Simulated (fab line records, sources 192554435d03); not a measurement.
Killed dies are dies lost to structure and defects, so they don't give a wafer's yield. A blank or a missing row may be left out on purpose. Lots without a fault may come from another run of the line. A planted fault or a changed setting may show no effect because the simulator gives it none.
Chamber matching | flow n5_finfet | N5_BEOL_M0_SAQP_MANDREL1_REMOVE_100 on rie_si-04: 4 sister chambers
The step chemistry HBr/Cl2/O2, target a-Si, stops on SiNx, bt time 10 s. 8 wafers are shown with their chamber, then 8 later ones without.

WAFERS WITH THEIR CHAMBER
wafer  | chamber | drypump_motor_current_A (A) | throttle_valve_pct (%)
L075.1 | 3       | 6.2                         | 36.31
L077.2 | 1       | 4.8                         | 36.88
L084.4 | 3       | 6.2                         | 36.33
L084.5 | 1       | 4.8                         | 36.86
L084.6 | 0       | 5.5                         | 36.49
L090.3 | 0       | 5.5                         | 36.48
L090.6 | 2       | 6.1                         | 36.78
L091.1 | 2       | 6.0                         | 36.77

WAFERS WITHOUT THEIR CHAMBER
wafer  | drypump_motor_current_A (A) | throttle_valve_pct (%)
L091.2 | 4.8                         | 36.85
L091.6 | 6.2                         | 36.32
L095.1 | 5.6                         | 36.49
L095.4 | 6.1                         | 36.31
L095.5 | 6.1                         | 36.77
L097.2 | 4.8                         | 36.86
L097.3 | 6.1                         | 36.77
L097.6 | 6.1                         | 36.77

WHICH CHAMBER EACH WENT THROUGH
wafer  | from the rows above | in truth
L091.2 | 1                   | 1
L091.6 | 3                   | 3
L095.1 | 0                   | 0
L095.4 | 3                   | 3
L095.5 | 2                   | 2
L097.2 | 1                   | 1
L097.3 | 2                   | 2
L097.6 | 2                   | 2
Placed correctly: 8 of 8. Can't be placed from these rows: 0. Placed wrongly: 0.
How it was worked out, from the rows above alone: a wafer's distance from a chamber is the root of the sum, over the readings, of the square of ((its reading less the chamber's mean) divided by the reading's scatter). The wafer belongs to the nearest chamber; if the next one is less than 2 further off, it can't be placed. A chamber's mean is the mean of its shown wafers. The scatter: the root of (the sum of the squares of (reading less its chamber's mean) over the shown wafers, divided by (wafers less chambers)).
